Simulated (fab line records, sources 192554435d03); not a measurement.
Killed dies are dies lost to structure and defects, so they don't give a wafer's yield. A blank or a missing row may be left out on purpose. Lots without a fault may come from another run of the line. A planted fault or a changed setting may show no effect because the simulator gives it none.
Split-lot experiment | flow n5_finfet | 7 lots, 21 wafers read, on a route of 1938 steps

THE SPLIT
At N5_FIN_SAQP_SPACER1_ALD_24 (deposits SiO2, target thk 20.3 nm, pulse time 1 s, purge time 2 s), the setting ald_cycles was moved away from the recipe's 218 on 7 of the 21 wafers read, by -12.8% to +14.2%. The other wafers ran this setting at the recipe's value.

FROM THE SPLIT TO THE READING: what the file shows between them, 2 steps
- N5_FIN_SAQP_SPACER1_ETCHBACK_25: etches SiO2 in CHF3/O2, target depth 24.4 nm, time 12.2 s
- N5_FIN_SAQP_MANDREL1_REMOVE_56: chemistry HBr/Cl2/O2, target a-Si, stops on SiNx, bt time 10 s

THE READING
cd_nm, in nm, at N5_FIN_SAQP_CD_MEAS_27 (target cd 20 nm). Fault-free wafers of this fab line usually give 20.32 nm, standard deviation 0.27 nm.

wafer  | tool, chamber at the split | ald_cycles as run | against the recipe | cd_nm, nm | against lot-mates on the recipe
L074.2 | ald_sin-04, 3              | 218               | recipe             | 19.93     | -
L074.3 | ald_sin-04, 0              | 218               | recipe             | 20.57     | -
L074.5 | ald_sin-04, 0              | 218               | recipe             | 20.35     | -
L077.2 | ald_sin-02, 3,2            | 218               | recipe             | 20.58     | -
L077.3 | ald_sin-02, 3,2            | 218               | recipe             | 20.47     | -
L077.5 | ald_sin-02, 1              | 200               | -8.3%              | 19.04     | -1.48
L087.1 | ald_sin-01, 0,1            | 227               | +4.1%              | 21.42     | +0.69
L087.2 | ald_sin-01, 0,1            | 227               | +4.1%              | 21.12     | +0.39
L087.4 | ald_sin-01, 2              | 218               | recipe             | 20.73     | -
L088.1 | ald_sin-02, 3              | 190               | -12.8%             | 17.91     | -2.48
L088.3 | ald_sin-02, 2              | 190               | -12.8%             | 17.74     | -2.65
L088.5 | ald_sin-02, 2              | 218               | recipe             | 20.39     | -
L093.4 | ald_sin-04, 2,3            | 218               | recipe             | 19.94     | -
L093.5 | ald_sin-04, 2,3            | 218               | recipe             | 20.21     | -
L093.6 | ald_sin-04, 0              | 229               | +5.0%              | 20.98     | +0.90
L095.2 | ald_sin-02, 3              | 249               | +14.2%             | 23.49     | +3.30
L095.3 | ald_sin-02, 2              | 218               | recipe             | 20.33     | -
L095.4 | ald_sin-02, 1              | 218               | recipe             | 20.04     | -
L096.1 | ald_sin-02, 3,2,3          | 218               | recipe             | 20.66     | -
L096.2 | ald_sin-02, 3,2,3          | 218               | recipe             | 20.28     | -
L096.4 | ald_sin-02, 3,2,3          | 218               | recipe             | 20.68     | -
Where a row lists several chambers, the file gives one row for several wafers and doesn't say which wafer went through which chamber.

THE FIT
A straight line over all 21 wafers: cd_nm changes by +0.199 nm for each +1% of ald_cycles; r = +0.98; the points scatter about the line by 0.26 nm.
The same after taking each lot's own level away (the mean of its wafers on the recipe; 21 wafers): +0.203 nm for each +1%; r = +0.98; scatter 0.21 nm.
On that fit, the largest move of ald_cycles shifts the reading by 2.9 nm.
The lots' own levels span 20.075 to 20.730 nm, that is 2.4 times the standard deviation above.
So the lot-to-lot level changes the slope little: the two slopes agree.
Check: with one of the wafers moved furthest among these (+14.2%) left out of the fit, the line predicts +2.65 nm for it against its lot-mates. It came out at +3.3 nm against them.

OTHER SPLITS ON THESE WAFERS
These wafers also went through other splits before the reading. Each is held against what the fit with the lots' levels taken away leaves over:
other split on the same wafers                    | wafers away from the commonest value | r with cd_nm (lot level and that fit taken away)
N5_PMOS_HMC_CHANNEL_EPI_HM_DEP_34 time_s          | 6                                    | +0.04
N5_PMOS_HMC_CHANNEL_EPI_DEVELOP_08 develop_time_s | 7                                    | +0.04

THE WHOLE CHAIN: every reading that the file lists as answering this split, in the file's order
step                           | what it does                                                      | reading                                                                                 | change (the file's fit)               | r (the file's)
N5_FIN_SAQP_SPACER1_ALD_24     | deposits SiO2, target thk 20.3 nm, pulse time 1 s, purge time 2 s | SiO2_of_FIN_SAQP_SPACER1_ALD_24.thk_nm (the simulator's own value, which no gauge read) | +0.213 nm for each +1% of the setting | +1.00
N5_FIN_SAQP_MANDREL1_REMOVE_56 | chemistry HBr/Cl2/O2, target a-Si, stops on SiNx, bt time 10 s    | FIN_SAQP.cd_nm (the simulator's own value, which no gauge read)                         | +0.215 nm for each +1% of the setting | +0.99
N5_FIN_SAQP_CD_MEAS_27         | target cd 20 nm                                                   | cd_nm                                                                                   | +0.207 nm for each +1% of the setting | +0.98

THE FILE'S OWN FIT
cd_nm changes by +0.207 nm for each +1% of ald_cycles, r = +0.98.
